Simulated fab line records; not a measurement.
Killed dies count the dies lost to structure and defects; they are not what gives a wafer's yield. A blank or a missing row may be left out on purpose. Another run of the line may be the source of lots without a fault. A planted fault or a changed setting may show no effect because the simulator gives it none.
fab line records | flow nand-harc
record lots=13 | wafers=38 | last-day=25
route steps=1159 shown P_M0@274 P_M1@296
lots that met no fault: from a run of the same line without faults
start-h: the number of hours between the record's first day and the start of the first shown wafer of the lot | wait-h: hours elapsed since this lot's preceding step | " same as the row above | L1.1+2: a row that stands for several wafers | - either no value or no given start | * or withheld: withheld | < > ~ a bound
route shown NAME@n: NAME is a module with steps in the file, n the number in the route of the first one | usual: average and standard deviation across the fault-free wafers | same: alike in all rows | chamber/n: place in a boat | sites: each site's reading | _std_site: standard deviation across them | _edge_site: inner sites' mean taken away from outer sites' mean | radius-mm: for every site, how far away it sits from the centre of the wafer | mask NAME#n: copy n | behind: the tool/chamber that last shaped the wafer | hold: what put the lot on hold/how long, in hours/how the hold closed | device: names the non-switching transistor (n, p or np) | end of line: the tests these same wafers got at the end of their route | where a step has no rows: the recipe by itself | killed: dies lost to structure and defects at the first sort, not the wafer's yield | map: a wafer's dies, marking killed ones x, the rest . and places with no die _
set.NAME: the setting the step ran with; set.NAME@STEP: the setting that earlier step ran with | model.NAME: the simulator's own value behind a step, which no gauge read
one table for each step of the route and one row for each wafer, over a sample of lots
services: from which hour (start-h, from the record's first day; less than 0 if before it) a tool's chamber was out of use, for how many hours, and why
## steps
# step NHARC_P_M0_PVD_20
# recipe target-thk-a=50 | bias-v=168.6 | power-w=15000 | chamber-pressure-pa=0.12 | time-s=8.06 | substrate-temp-c=50 | material=TaN
# usual throttle-valve-pct=30.4/1
lot.wafer | tool           | chamber | start-h | wait-h | throttle-valve-pct
L906.2    | pvd-sputter-01 | -       | -       | -      | 30.1
L906.1    | "              | -       | "       | "      | 29.9
L906.6    | "              | -       | "       | "      | 30.3
L907.2    | pvd-sputter-03 | -       | -       | -      | 30.0
L907.4    | "              | -       | "       | "      | 30.3
L907.5    | "              | -       | "       | "      | 31.5
L909.2    | pvd-sputter-03 | -       | -       | -      | 30.1
L909.4    | "              | -       | "       | "      | 32.0
L909.6    | "              | -       | "       | "      | 30.1
L908.1    | pvd-sputter-02 | -       | -       | -      | 28.0
L908.3    | "              | -       | "       | "      | 29.1
L908.6    | "              | -       | "       | "      | 31.2
L912.1    | pvd-sputter-03 | -       | -       | -      | 30.5
L912.5    | "              | -       | "       | "      | 30.1
L912.6    | "              | -       | "       | "      | 31.8
L915.4    | pvd-sputter-03 | -       | -       | -      | 31.7
L915.2    | "              | -       | "       | "      | 30.3
L921.4    | pvd-sputter-03 | -       | -       | -      | 31.7
L921.2    | "              | -       | "       | "      | 29.7
L921.6    | "              | -       | "       | "      | 30.6
L922.4    | pvd-sputter-02 | -       | -       | -      | 31.1
L922.1    | "              | -       | "       | "      | 27.7
L922.2    | "              | -       | "       | "      | 29.0
L924.2    | pvd-sputter-01 | -       | -       | -      | 29.0
L924.4    | "              | -       | "       | "      | 30.4
L924.5    | "              | -       | "       | "      | 28.8
L926.1    | pvd-sputter-03 | -       | -       | -      | 31.9
L926.3    | "              | -       | "       | "      | 29.4
L926.5    | "              | -       | "       | "      | 30.3
L928.1    | pvd-sputter-01 | -       | -       | -      | 30.7
L928.6    | "              | -       | "       | "      | 30.1
L928.5    | "              | -       | "       | "      | 28.7
L927.1    | pvd-sputter-02 | -       | -       | -      | 32.0
L927.4    | "              | -       | "       | "      | 28.0
L927.6    | "              | -       | "       | "      | 31.2
L929.4    | pvd-sputter-01 | -       | -       | -      | 31.1
L929.2    | "              | -       | "       | "      | 30.3
L929.5    | "              | -       | "       | "      | 30.4
# step NHARC_P_M1_OVL_MEAS_10
# recipe pitch-nm=260
# usual overlay-x-nm=0.0/1 | overlay-y-nm=0.0/0.99
lot.wafer | tool       | chamber | start-h | wait-h | overlay-x-nm | overlay-y-nm
L906.1    | overlay-02 | -       | 120.34  | -      | -0.2         | 0.1
L906.2    | "          | -       | "       | "      | -0.1         | 0.0
L906.6    | "          | -       | "       | "      | -0.1         | 0.3
L907.2    | overlay-02 | -       | 125.11  | -      | 0.5          | 1.9
L907.4    | "          | -       | "       | "      | 0.0          | 2.7
L907.5    | "          | -       | "       | "      | 1.2          | 1.9
L909.2    | overlay-02 | -       | 137.77  | -      | -1.0         | -0.8
L909.4    | "          | -       | "       | "      | -1.1         | -0.7
L909.6    | "          | -       | "       | "      | -1.1         | -0.6
L908.1    | overlay-01 | -       | 140.70  | -      | 0.3          | 1.4
L908.3    | "          | -       | "       | "      | 0.4          | 1.3
L908.6    | "          | -       | "       | "      | 0.6          | 0.9
L912.1    | overlay-02 | -       | 159.23  | -      | -1.1         | -0.6
L912.5    | "          | -       | "       | "      | -1.6         | -0.7
L912.6    | "          | -       | "       | "      | -1.3         | -0.6
L915.2    | overlay-01 | -       | 180.48  | -      | 1.5          | 0.8
L915.4    | "          | -       | "       | "      | 1.1          | 0.6
L921.2    | overlay-02 | -       | 211.40  | -      | -0.7         | -0.1
L921.4    | "          | -       | "       | "      | -0.9         | -0.4
L921.6    | "          | -       | "       | "      | -0.5         | -0.6
L922.1    | overlay-02 | -       | 215.32  | -      | 0.9          | -0.4
L922.2    | "          | -       | "       | "      | 0.9          | -1.1
L922.4    | "          | -       | "       | "      | 1.2          | -0.8
L924.2    | overlay-01 | -       | 222.64  | -      | 0.5          | 0.3
L924.4    | "          | -       | "       | "      | 0.1          | 1.2
L924.5    | "          | -       | "       | "      | 0.4          | 0.3
L926.1    | overlay-02 | -       | 244.66  | -      | 0.6          | 0.2
L926.3    | "          | -       | "       | "      | 0.3          | -0.6
L926.5    | "          | -       | "       | "      | -0.1         | 0.5
L928.1    | overlay-01 | -       | 248.37  | -      | -0.5         | 0.8
L928.5    | "          | -       | "       | "      | -0.4         | 1.1
L928.6    | "          | -       | "       | "      | -0.5         | 0.4
L927.1    | overlay-02 | -       | 248.65  | -      | -2.1         | 0.8
L927.4    | "          | -       | "       | "      | -1.8         | 0.2
L927.6    | "          | -       | "       | "      | -2.2         | 1.1
L929.2    | overlay-02 | -       | 261.84  | -      | -1.0         | 1.3
L929.4    | "          | -       | "       | "      | -1.1         | 1.5
L929.5    | "          | -       | "       | "      | -1.4         | 1.1
# step NHARC_P_M1_ETCH_15
# recipe target-depth-a=1825 | time-s=91.2 | c4f8-flow-sccm=withheld | ar-flow-sccm=400 | rf-w=600 | bias-w=300 | chemistry=C4F8/Ar
# usual oes-product-au=0.956/0.02 | rf-vpp-V=440.3/2.6 | run-length-s=112.3/0.53
lot.wafer | tool        | chamber | start-h | wait-h | oes-product-au | rf-hours-counter-h | rf-vpp-V | run-length-s
L906.2    | rie-diel-08 | 3       | 120.62  | -      | 0.971          | 5                  | 440.2    | 112.1
L906.1    | "           | 0       | "       | "      | 0.961          | 5                  | 446.5    | 112.0
L906.6    | "           | 3       | "       | "      | 0.973          | -                  | 440.8    | 111.9
L907.4    | rie-diel-11 | 0       | 125.39  | -      | 0.955          | 8                  | 439.0    | 113.2
L907.2    | "           | 1       | "       | "      | 0.963          | 7                  | 442.4    | 111.8
L907.5    | "           | 0       | "       | "      | 0.956          | -                  | 437.7    | 113.1
L909.2    | rie-diel-07 | 1       | 138.04  | -      | 0.933          | 4                  | 438.0    | 113.4
L909.4    | "           | 2       | "       | "      | 0.947          | 6                  | 441.8    | 111.8
L909.6    | "           | 2       | "       | "      | 0.941          | -                  | 440.3    | 111.8
L908.1    | rie-diel-11 | 3       | 140.97  | -      | 0.985          | 8                  | 444.6    | 112.5
L908.3    | "           | 2       | "       | "      | 0.968          | 8                  | 436.6    | 112.3
L908.6    | "           | 3       | "       | "      | 0.978          | -                  | 445.2    | 112.3
L912.1    | rie-diel-11 | 2       | 159.52  | -      | 0.978          | 10                 | 437.8    | 112.5
L912.6    | "           | 3       | "       | "      | 0.988          | -                  | 443.9    | 112.4
L912.5    | "           | 0       | "       | "      | 0.943          | -                  | 440.4    | 101.4
L915.2    | rie-diel-11 | 3       | 180.76  | -      | 0.935          | 11                 | 444.6    | 100.6
L915.4    | "           | 1       | "       | "      | 0.938          | 11                 | 443.9    | 111.7
L921.2    | rie-diel-08 | 2       | 211.67  | -      | 0.966          | 2                  | 437.2    | 112.0
L921.4    | "           | 0       | "       | "      | 0.949          | 2                  | 446.1    | 111.5
L921.6    | "           | 3       | "       | "      | 0.955          | -                  | 441.8    | 111.8
L922.1    | rie-diel-08 | 1       | 215.61  | -      | 0.944          | 2                  | 440.6    | 112.8
L922.4    | "           | 2       | "       | "      | 0.978          | 2                  | 438.7    | 112.1
L922.2    | "           | 3       | "       | "      | 0.973          | 2                  | 440.1    | 111.9
L924.2    | rie-diel-07 | 1       | 222.93  | -      | 0.956          | 12                 | 438.6    | 113.1
L924.4    | "           | 2       | "       | "      | 0.964          | 14                 | 442.5    | 112.0
L924.5    | "           | 1       | "       | "      | 0.945          | -                  | 438.5    | 112.7
L926.1    | rie-diel-07 | 0       | 244.94  | -      | 0.942          | 1                  | 440.8    | 112.5
L926.3    | "           | 1       | "       | "      | 0.961          | 1                  | 438.9    | 112.6
L926.5    | "           | 0       | "       | "      | 0.941          | -                  | 441.5    | 112.8
L928.1    | rie-diel-08 | 2       | 248.66  | -      | 1.000          | 3                  | 437.5    | 112.2
L928.6    | "           | 0       | "       | "      | 0.945          | -                  | 444.9    | 111.6
L928.5    | "           | 1       | "       | "      | 0.952          | -                  | 438.6    | 112.6
L927.4    | rie-diel-11 | 2       | 248.93  | -      | 0.929          | 3                  | 437.5    | 112.3
L927.1    | "           | 3       | "       | "      | 0.921          | 2                  | 442.8    | 112.5
L927.6    | "           | 1       | "       | "      | 0.921          | -                  | 441.5    | 111.9
L929.2    | rie-diel-08 | 2       | 262.12  | -      | 0.962          | 3                  | 437.4    | 112.1
L929.4    | "           | 3       | "       | "      | 0.972          | 3                  | 441.1    | 111.6
L929.5    | "           | 1       | "       | "      | 0.943          | -                  | 439.6    | 112.2
# step NHARC_P_M1_INSPECT_27
# usual raw-defect-count=309/120
lot.wafer | tool              | chamber | start-h | wait-h | raw-defect-count
L906.1    | defect-inspect-02 | -       | 123.23  | 0.0    | 269
L906.2    | "                 | -       | "       | "      | 296
L906.6    | "                 | -       | "       | "      | 372
L907.2    | defect-inspect-01 | -       | 127.77  | 0.0    | 155
L907.4    | "                 | -       | "       | "      | 233
L907.5    | "                 | -       | "       | "      | 378
L909.2    | defect-inspect-01 | -       | 140.48  | 0.0    | 518
L909.4    | "                 | -       | "       | "      | 392
L909.6    | "                 | -       | "       | "      | 336
L908.1    | defect-inspect-02 | -       | 143.37  | 0.0    | 203
L908.3    | "                 | -       | "       | "      | 243
L908.6    | "                 | -       | "       | "      | 175
L912.1    | defect-inspect-02 | -       | 161.92  | 0.0    | 302
L912.5    | "                 | -       | "       | "      | 336
L912.6    | "                 | -       | "       | "      | 586
L915.2    | defect-inspect-02 | -       | 183.24  | 0.0    | 298
L915.4    | "                 | -       | "       | "      | 375
L921.2    | defect-inspect-01 | -       | 214.18  | 0.0    | 537
L921.4    | "                 | -       | "       | "      | 589
L921.6    | "                 | -       | "       | "      | 226
L922.1    | defect-inspect-02 | -       | 218.22  | 0.0    | 712
L922.2    | "                 | -       | "       | "      | 728
L922.4    | "                 | -       | "       | "      | 598
L924.2    | defect-inspect-01 | -       | 225.33  | 0.0    | 552
L924.4    | "                 | -       | "       | "      | 426
L924.5    | "                 | -       | "       | "      | 319
L926.1    | defect-inspect-02 | -       | 247.40  | 0.0    | 501
L926.3    | "                 | -       | "       | "      | 260
L926.5    | "                 | -       | "       | "      | 350
L928.1    | defect-inspect-01 | -       | 251.03  | 0.0    | 356
L928.5    | "                 | -       | "       | "      | 457
L928.6    | "                 | -       | "       | "      | 288
L927.1    | defect-inspect-02 | -       | 251.35  | 0.0    | 146
L927.4    | "                 | -       | "       | "      | 195
L927.6    | "                 | -       | "       | "      | 124
L929.2    | defect-inspect-01 | -       | 264.54  | 0.0    | 207
L929.4    | "                 | -       | "       | "      | 251
L929.5    | "                 | -       | "       | "      | 378
## services
tool           | chamber | start-h | hours | kind
rie-diel-07    | 3       | 100.00  | 7.4   | repair
pvd-sputter-03 | -       | 102.00  | 10.0  | pm
rie-diel-08    | 0       | 103.86  | -     | clean
rie-diel-08    | 1       | 103.86  | -     | clean
rie-diel-08    | 2       | 103.86  | -     | clean
rie-diel-08    | 3       | 103.86  | -     | clean
rie-diel-07    | 1       | 109.51  | 13.7  | repair
rie-diel-07    | 0       | 112.30  | 3.6   | repair
pvd-sputter-01 | -       | 118.21  | 63.5  | repair
rie-diel-07    | 2       | 123.05  | 2.3   | repair
rie-diel-08    | -       | 124.85  | 9.0   | pm
rie-diel-08    | 0       | 124.85  | 9.0   | vent-cycle
rie-diel-08    | 1       | 124.85  | 9.0   | vent-cycle
rie-diel-08    | 2       | 124.85  | 9.0   | vent-cycle
rie-diel-07    | 0       | 179.41  | 14.2  | repair
pvd-sputter-01 | -       | 181.74  | 10.0  | pm
rie-diel-11    | -       | 189.50  | 9.0   | pm
pvd-sputter-01 | -       | 199.24  | 6.4   | repair
rie-diel-11    | -       | 203.96  | 0.5   | repair
rie-diel-11    | 3       | 208.09  | 6.0   | repair
pvd-sputter-02 | -       | 217.21  | 10.0  | pm
rie-diel-07    | -       | 228.20  | 9.0   | pm
pvd-sputter-03 | -       | 245.48  | 3.0   | repair
rie-diel-11    | 1       | 255.79  | 5.6   | repair
## key
first-sign step=NHARC_P_M1_ETCH_15 | reading=run-length-s | direction=down | sigmas=22 | usual=* | struck=*
effect none on later readings
met-at NHARC_P_M1_ETCH_15
struck-lots L912,L915
struck-wafers L912.5,L915.2
sort-left-out L912.5,L915.2
not-acting-at NHARC_P_M0_PVD_20,NHARC_P_M1_OVL_MEAS_10,NHARC_P_M1_INSPECT_27
onset-between 140.97 159.52
fault kind=process-parameter-drift | tool=rie-diel-11 | chamber=- | onset-h=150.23 | steps=NHARC_P_M1_ETCH_15 | channel=time-s | offset=* | shape=step | end-h=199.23 | scope=struck-wafers-only | acts-in=* | stated=*
# sort-left-out: the simulated sort isn't trusted on such a fault, so these wafers' sort isn't shown, and their yield isn't known
